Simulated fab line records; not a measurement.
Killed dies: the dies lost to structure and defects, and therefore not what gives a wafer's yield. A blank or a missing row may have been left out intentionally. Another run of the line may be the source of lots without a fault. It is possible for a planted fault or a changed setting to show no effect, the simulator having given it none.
Check of tool commonality + flow nand harc + Sampled: 10 lots, 30 wafers

== THE REASON FOR OPENING IT ==
Flagged at NHARC_P_GATE_CD_MEAS_59: reading cd nm, on 2 of 10 lots. Wafers without a fault read 719.7 nm, standard deviation 1.6.
Rule: a lot is flagged when every wafer of it that has a number lies more than 4 standard deviations from that mean, or none has a number. As for the other lots, they are considered sound.

| lot  | measured     | on        | cd nm (nm), wafer by wafer | flag    |
|------|--------------|-----------|----------------------------|---------|
| L596 | day 5 07:46  | cd sem-02 | 720.7 719.0 718.8          |         |
| L599 | day 6 01:46  | cd sem-01 | 719.3 721.1 720.0          |         |
| L601 | day 6 20:23  | cd sem-01 | 723.6 721.7 721.6          |         |
| L606 | day 7 19:59  | cd sem-03 | 672.1 672.6 672.6          | FLAGGED |
| L607 | day 8 13:39  | cd sem-01 | 673.8 671.4 670.0          | FLAGGED |
| L611 | day 8 23:49  | cd sem-03 | 722.0 721.3 722.3          |         |
| L614 | day 9 19:35  | cd sem-03 | 718.7 719.6 720.8          |         |
| L615 | day 10 01:19 | cd sem-03 | 720.8 721.6 719.8          |         |
| L616 | day 10 01:47 | cd sem-01 | 720.3 719.5 718.0          |         |
| L617 | day 10 12:31 | cd sem-03 | 718.2 719.1 718.3          |         |
The mean of the flagged lots' numbers is 672.1 nm, -47.6 nm from the usual (-30 standard deviations).

== TOOL THAT RAN EACH LOT ==
Before the reading, the record contains 4 process steps out of a 1159-step route. In each cell: the tool, then ch and the chambers that the sampled wafers went through, then the start.
| lot  | flag    | NHARC_P_GATE_HM_OPEN_105                      | NHARC_P_GATE_ETCHBACK_37                      | NHARC_P_GATE_STRIP_101             | NHARC_P_GATE_EXPOSE_56            |
|------|---------|-----------------------------------------------|-----------------------------------------------|------------------------------------|-----------------------------------|
| L596 |         | rie diel-13 ch 0,1,3, day 5 04:17 or earlier  | rie diel-12 ch 0,1,3, day 5 04:17 or earlier  | rie diel-12 ch 0,1,3, day 5 04:17  | krf scanner-04 ch 0, day 5 07:36  |
| L599 |         | rie diel-12 ch 1,2,3, day 5 22:59 or earlier  | rie diel-13 ch 0,1, day 5 22:59 or earlier    | rie diel-13 ch 0,1,3, day 5 22:59  | krf scanner-04 ch 0, day 6 01:36  |
| L601 |         | rie diel-13 ch 0,1,2, day 6 17:44 or earlier  | rie diel-10 ch 1,2, day 6 17:44 or earlier    | rie diel-10 ch 0,2, day 6 17:44    | krf scanner-04 ch 0, day 6 20:14  |
| L606 | FLAGGED | rie diel-12 ch 0,2, day 7 17:25 or earlier    | rie diel-12 ch 1,2,3, day 7 17:25 or earlier  | rie diel-12 ch 1,2,3, day 7 17:25  | krf scanner-02 ch 0, day 7 19:50  |
| L607 | FLAGGED | rie diel-12 ch 2,3, day 8 11:02 or earlier    | rie diel-12 ch 1,2, day 8 11:02 or earlier    | rie diel-12 ch 0,1,3, day 8 11:02  | krf scanner-02 ch 0, day 8 13:30  |
| L611 |         | rie diel-12 ch 0,1,2, day 8 21:16 or earlier  | rie diel-12 ch 0,1,2, day 8 21:16 or earlier  | rie diel-12 ch 0,1,3, day 8 21:16  | krf scanner-01 ch 0, day 8 23:39  |
| L614 |         | rie diel-13 ch 0,1,2, day 9 16:49 or earlier  | rie diel-10 ch 1,2,3, day 9 16:49 or earlier  | rie diel-10 ch 0,1,3, day 9 16:49  | krf scanner-01 ch 0, day 9 19:26  |
| L615 |         | rie diel-10 ch 0,1,3, day 9 22:26 or earlier  | rie diel-13 ch 0,1,3, day 9 22:26 or earlier  | rie diel-13 ch 0,2,3, day 9 22:26  | krf scanner-01 ch 0, day 10 01:09 |
| L616 |         | rie diel-13 ch 0,2,3, day 9 22:49 or earlier  | rie diel-10 ch 1,2,3, day 9 22:49 or earlier  | rie diel-10 ch 1,2,3, day 9 22:49  | krf scanner-04 ch 0, day 10 01:38 |
| L617 |         | rie diel-12 ch 0,2,3, day 10 09:44 or earlier | rie diel-12 ch 0,1,3, day 10 09:44 or earlier | rie diel-12 ch 0,1,3, day 10 09:44 | krf scanner-04 ch 0, day 10 12:22 |
What these steps do:
- NHARC_P_GATE_HM_OPEN_105: chemistry O2/COS, target depth 360 nm.
- NHARC_P_GATE_ETCHBACK_37: etches the open film in CHF3/O2, target depth 34.5 nm, time 17.2 s.
- NHARC_P_GATE_STRIP_101: strips in O2, time 20 s.
- NHARC_P_GATE_EXPOSE_56: exposes mask P PSD, target cd 720 nm.
- NHARC_P_GATE_CD_MEAS_59: target cd 720 nm.

== FLAGGED AGAINST TOTAL, ONE TOOL AT A TIME (gauges that did the reading follow at the end) ==
| step                     | tool           | lots run | flagged | share of the flagged lots | sound lots run after its first flagged lot |
|--------------------------|----------------|----------|---------|---------------------------|--------------------------------------------|
| NHARC_P_GATE_HM_OPEN_105 | rie diel-10    | 1        | 0       | none                      | -                                          |
| NHARC_P_GATE_HM_OPEN_105 | rie diel-12    | 5        | 2       | all                       | 2 (L611,L617)                              |
| NHARC_P_GATE_HM_OPEN_105 | rie diel-13    | 4        | 0       | none                      | -                                          |
| NHARC_P_GATE_ETCHBACK_37 | rie diel-10    | 3        | 0       | none                      | -                                          |
| NHARC_P_GATE_ETCHBACK_37 | rie diel-12    | 5        | 2       | all                       | 2 (L611,L617)                              |
| NHARC_P_GATE_ETCHBACK_37 | rie diel-13    | 2        | 0       | none                      | -                                          |
| NHARC_P_GATE_STRIP_101   | rie diel-10    | 3        | 0       | none                      | -                                          |
| NHARC_P_GATE_STRIP_101   | rie diel-12    | 5        | 2       | all                       | 2 (L611,L617)                              |
| NHARC_P_GATE_STRIP_101   | rie diel-13    | 2        | 0       | none                      | -                                          |
| NHARC_P_GATE_EXPOSE_56   | krf scanner-01 | 3        | 0       | none                      | -                                          |
| NHARC_P_GATE_EXPOSE_56   | krf scanner-02 | 2        | 2       | all                       | 0                                          |
| NHARC_P_GATE_EXPOSE_56   | krf scanner-04 | 5        | 0       | none                      | -                                          |
| NHARC_P_GATE_CD_MEAS_59  | cd sem-01      | 4        | 1       | some                      | 1 (L616)                                   |
| NHARC_P_GATE_CD_MEAS_59  | cd sem-02      | 1        | 0       | none                      | -                                          |
| NHARC_P_GATE_CD_MEAS_59  | cd sem-03      | 5        | 1       | some                      | 4 (L611,L614,L615,L617)                    |
With no start given for some of its lots, NHARC_P_GATE_HM_OPEN_105 uses the hours and lot order of NHARC_P_GATE_STRIP_101. With no start given for some of its lots, NHARC_P_GATE_ETCHBACK_37 uses the hours and lot order of NHARC_P_GATE_STRIP_101.

== WHAT IS ALLOWED BY THE TABLE ==
4 rows of the table ran every flagged lot: rie diel-12 at NHARC_P_GATE_HM_OPEN_105, rie diel-12 at NHARC_P_GATE_ETCHBACK_37, rie diel-12 at NHARC_P_GATE_STRIP_101, krf scanner-02 at NHARC_P_GATE_EXPOSE_56.
- rie diel-12 at NHARC_P_GATE_HM_OPEN_105 ran 5 lots, 2 of them flagged. Lots that were sound ran on it after the first flagged one (L611, L617); a persistent fault on the entire tool would not allow that.
- rie diel-12 at NHARC_P_GATE_ETCHBACK_37 ran 5 lots, 2 of them flagged. Lots that were sound ran on it after the first flagged one (L611, L617); a persistent fault on the entire tool would not allow that.
- rie diel-12 at NHARC_P_GATE_STRIP_101 ran 5 lots, 2 of them flagged. Lots that were sound ran on it after the first flagged one (L611, L617); a persistent fault on the entire tool would not allow that.
- krf scanner-02 at NHARC_P_GATE_EXPOSE_56 ran 2 lots, 2 of them flagged. The start can't be narrowed down: in this sample, it ran no sound lot prior to its first flagged lot. Its own readings (exposure dose mJ cm2) fall more than 4 standard deviations out on all wafers of the flagged lots.
One tool is left: krf scanner-02 at NHARC_P_GATE_EXPOSE_56.

== WHAT HAD BEEN PUT IN BY THE SIMULATOR ==
Process parameter drift: krf scanner-02, from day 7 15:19 on, at NHARC_P_GATE_EXPOSE_56. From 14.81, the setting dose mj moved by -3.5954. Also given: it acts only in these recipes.
Shown lots that were struck: L606, L607. The rule above reached the same finding.
